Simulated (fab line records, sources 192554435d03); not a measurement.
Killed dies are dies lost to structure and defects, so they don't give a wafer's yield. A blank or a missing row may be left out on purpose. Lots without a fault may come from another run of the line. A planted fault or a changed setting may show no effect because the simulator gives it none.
One fault seen from 2 desks | flow n5_finfet | each desk has only its own numbers; what lay behind them comes last

THE TOOL OWNER'S DESK: uv_cure-02
The tool's own readings at N5_BEOL_M7_CURE_75 (cures SiCOH lowk, time 120 s): means of the sampled wafers that have a number, for each lot that ran on this tool. A lot is out of limits, marked OUT, if its mean lies more than 4 standard deviations from the usual mean; the brackets give that distance.
Columns: A = lamp_power_pct at N5_BEOL_M7_CURE_75, usual 52.31 %; B = run_length_s at N5_BEOL_M7_CURE_75, usual 177.7 s; C = wafer_temp_C_max at N5_BEOL_M7_CURE_75, usual 371.6
lot  | first seen here | A     | B     | C
L618 | day 11 16:35    | 52.29 | 177.7 | 372.8
L629 | day 14 07:02    | 52.28 | 178.0 | 372.3
L633 | day 15 08:50    | 52.29 | 177.6 | 371.9
This desk's finding: nothing out of limits on any of the 3 lots.

THE DEFECT DESK
What the inspections along the route counted, lot by lot: means of the sampled wafers that have a number. A lot is out of limits, marked OUT, if its mean lies more than 4 standard deviations from the usual mean; the brackets give that distance.
Columns: A = raw_defect_count at N5_BEOL_M7_INSPECT_30, usual 410
lot  | first seen here | A
L610 | day 9 00:05     | 352
L611 | day 9 07:58     | 432
L618 | day 11 15:41    | 375
L619 | day 12 02:09    | 500
L620 | day 12 04:23    | 437
L628 | day 13 23:13    | 380
L629 | day 14 06:13    | 387
L630 | day 14 16:14    | 342
L633 | day 15 08:03    | 536
L632 | day 15 10:04    | 480
This desk's finding: nothing out of limits on any of the 10 lots.

PUT TOGETHER
The tool owner's desk saw nothing out of limits.
The defect desk saw nothing out of limits.

WHAT THE SIMULATOR HAD PUT IN
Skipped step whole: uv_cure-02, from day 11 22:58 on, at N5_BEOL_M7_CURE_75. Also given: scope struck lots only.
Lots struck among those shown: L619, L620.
